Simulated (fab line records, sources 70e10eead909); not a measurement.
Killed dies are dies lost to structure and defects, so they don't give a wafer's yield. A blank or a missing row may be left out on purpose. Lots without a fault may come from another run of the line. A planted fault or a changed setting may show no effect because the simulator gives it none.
Tool commonality check | flow nand_harc | 15 lots, 45 wafers sampled

WHY IT WAS OPENED
At NHARC_P_M0_CD_MEAS_09 the reading cd_nm is flagged on 3 of 15 lots. Wafers without a fault read 90.4 nm, standard deviation 0.83.
Rule: a lot is flagged when every wafer of it that has a number lies more than 4 standard deviations from that mean, or none has a number. The other lots count as sound.

lot  | measured     | on        | cd_nm (nm), wafer by wafer | flag
L639 | day 6 08:56  | cd_sem-02 | 89.6 89.8 90.0             |
L640 | day 6 09:44  | cd_sem-01 | 89.9 90.5 89.4             |
L643 | day 7 00:00  | cd_sem-01 | 92.2 90.0 90.9             |
L642 | day 7 00:04  | cd_sem-01 | 91.7 91.9 91.7             |
L645 | day 7 14:28  | cd_sem-01 | 91.2 89.3 91.4             |
L646 | day 7 15:19  | cd_sem-02 | 89.3 89.8 89.9             |
L647 | day 8 00:53  | cd_sem-03 | 90.0 89.3 89.6             |
L651 | day 8 21:46  | cd_sem-03 | 91.5 91.0 90.3             |
L650 | day 8 22:29  | cd_sem-03 | 90.1 89.6 89.7             |
L649 | day 8 22:54  | cd_sem-01 | 90.0 88.8 89.8             |
L653 | day 9 15:19  | cd_sem-03 | 89.6 91.2 89.6             |
L654 | day 9 22:08  | cd_sem-01 | 67.7 65.8 65.9             | FLAGGED
L658 | day 10 22:13 | cd_sem-03 | 71.3 71.3 72.1             | FLAGGED
L660 | day 11 05:15 | cd_sem-01 | 75.5 75.8 75.3             | FLAGGED
L661 | day 11 05:56 | cd_sem-03 | 91.6 90.6 89.9             |
The numbers of the flagged lots are 71.2 nm on average: -19.2 nm against the usual, or -23 standard deviations.

WHICH TOOL RAN EACH LOT
The record holds 3 process steps before the reading, out of a route of 1159 steps. In each cell: the tool, then ch and the chambers that the sampled wafers went through, then the start.
lot  | flag    | NHARC_P_CONTACT_ETCH_18                       | NHARC_P_CONTACT_ALD_22              | NHARC_P_M0_EXPOSE_06
L639 |         | rie_diel-06 ch 0,2,3, day 6 00:14 or earlier  | ald_metal-04 ch 1,3, day 6 00:14    | arfi_scanner-03 ch 0, day 6 08:48
L640 |         | rie_diel-02 ch 1,2,3, day 6 00:28 or earlier  | ald_metal-03 ch 0,1,3, day 6 00:28  | arfi_scanner-01 ch 0, day 6 09:35
L643 |         | rie_diel-04 ch 0,1, day 6 14:47 or earlier    | ald_metal-02 ch 0,1,3, day 6 14:47  | arfi_scanner-01 ch 0, day 6 23:52
L642 |         | rie_diel-02 ch 0,2,3, day 6 15:22 or earlier  | ald_metal-04 ch 1,2,3, day 6 15:22  | arfi_scanner-01 ch 0, day 6 23:55
L645 |         | rie_diel-04 ch 1,2,3, day 7 11:19 or earlier  | ald_metal-02 ch 1,2, day 7 11:19    | arfi_scanner-03 ch 0, day 7 14:20
L646 |         | rie_diel-06 ch 0,2,3, day 7 12:49 or earlier  | ald_metal-04 ch 0,3, day 7 12:49    | arfi_scanner-03 ch 0, day 7 15:11
L647 |         | rie_diel-04 ch 0,2,3, day 7 22:53 or earlier  | ald_metal-03 ch 0,1,3, day 7 22:53  | arfi_scanner-03 ch 0, day 8 00:44
L651 |         | rie_diel-06 ch 0,1,3, day 8 19:41 or earlier  | ald_metal-03 ch 1,2,3, day 8 19:41  | arfi_scanner-01 ch 0, day 8 21:38
L650 |         | rie_diel-04 ch 0,2, day 8 20:12 or earlier    | ald_metal-04 ch 0,1,2, day 8 20:12  | arfi_scanner-02 ch 0, day 8 22:20
L649 |         | rie_diel-02 ch 1,2, day 8 20:32 or earlier    | ald_metal-03 ch 0,1,3, day 8 20:32  | arfi_scanner-03 ch 0, day 8 22:46
L653 |         | rie_diel-02 ch 2,3, day 9 07:08 or earlier    | ald_metal-04 ch 1,2,3, day 9 07:08  | arfi_scanner-03 ch 0, day 9 15:10
L654 | FLAGGED | rie_diel-04 ch 0,1,2, day 9 14:56 or earlier  | ald_metal-03 ch 0,2, day 9 14:56    | arfi_scanner-02 ch 0, day 9 22:00
L658 | FLAGGED | rie_diel-04 ch 0,1, day 10 18:05 or earlier   | ald_metal-02 ch 1,2,3, day 10 18:05 | arfi_scanner-02 ch 0, day 10 22:04
L660 | FLAGGED | rie_diel-04 ch 0,1,2, day 11 03:07 or earlier | ald_metal-04 ch 0,2,3, day 11 03:07 | arfi_scanner-02 ch 0, day 11 05:06
L661 |         | rie_diel-02 ch 1,3, day 11 03:38 or earlier   | ald_metal-02 ch 0,1,2, day 11 03:38 | arfi_scanner-03 ch 0, day 11 05:47
What these steps do:
- NHARC_P_CONTACT_ETCH_18: etches the open film in C4F8/O2/Ar, target depth 481 nm, time 240.5 s.
- NHARC_P_CONTACT_ALD_22: deposits TiN, target thk 3 nm, pulse time 1 s, ald cycles 150.
- NHARC_P_M0_EXPOSE_06: exposes mask P M0, target cd 90 nm.
- NHARC_P_M0_CD_MEAS_09: target cd 90 nm.

FLAGGED OVER TOTAL, TOOL BY TOOL (the gauges that took the reading come last)
step                    | tool            | lots run | flagged | share of the flagged lots | sound lots run after its first flagged lot
NHARC_P_CONTACT_ETCH_18 | rie_diel-02     | 5        | 0       | none                      | -
NHARC_P_CONTACT_ETCH_18 | rie_diel-04     | 7        | 3       | all                       | 0
NHARC_P_CONTACT_ETCH_18 | rie_diel-06     | 3        | 0       | none                      | -
NHARC_P_CONTACT_ALD_22  | ald_metal-02    | 4        | 1       | some                      | 1 (L661)
NHARC_P_CONTACT_ALD_22  | ald_metal-03    | 5        | 1       | some                      | 0
NHARC_P_CONTACT_ALD_22  | ald_metal-04    | 6        | 1       | some                      | 0
NHARC_P_M0_EXPOSE_06    | arfi_scanner-01 | 4        | 0       | none                      | -
NHARC_P_M0_EXPOSE_06    | arfi_scanner-02 | 4        | 3       | all                       | 0
NHARC_P_M0_EXPOSE_06    | arfi_scanner-03 | 7        | 0       | none                      | -
NHARC_P_M0_CD_MEAS_09   | cd_sem-01       | 7        | 2       | some                      | 0
NHARC_P_M0_CD_MEAS_09   | cd_sem-02       | 2        | 0       | none                      | -
NHARC_P_M0_CD_MEAS_09   | cd_sem-03       | 6        | 1       | some                      | 1 (L661)
NHARC_P_CONTACT_ETCH_18 gives no start for some lots, so the hours and the order of its lots are those of NHARC_P_CONTACT_ALD_22.

WHAT THE TABLE ALLOWS
2 rows of the table ran every flagged lot: rie_diel-04 at NHARC_P_CONTACT_ETCH_18, arfi_scanner-02 at NHARC_P_M0_EXPOSE_06.
- rie_diel-04 at NHARC_P_CONTACT_ETCH_18: 3 of its 7 lots flagged. Its last sound lot is L650 (day 8 20:12), its first flagged lot L654 (day 9 14:56): a fault that began between those two fits.
- arfi_scanner-02 at NHARC_P_M0_EXPOSE_06: 3 of its 4 lots flagged. Its last sound lot is L650 (day 8 22:20), its first flagged lot L654 (day 9 22:00): a fault that began between those two fits. Its own readings lie more than 4 standard deviations out on every wafer of the flagged lots: exposure_dose_mJ_cm2.
Counting lots can't tell these 2 tools apart, because each fits a fault that began at some hour. More lots, or a look at what each step does to the wafer, might.

WHAT THE SIMULATOR HAD PUT IN
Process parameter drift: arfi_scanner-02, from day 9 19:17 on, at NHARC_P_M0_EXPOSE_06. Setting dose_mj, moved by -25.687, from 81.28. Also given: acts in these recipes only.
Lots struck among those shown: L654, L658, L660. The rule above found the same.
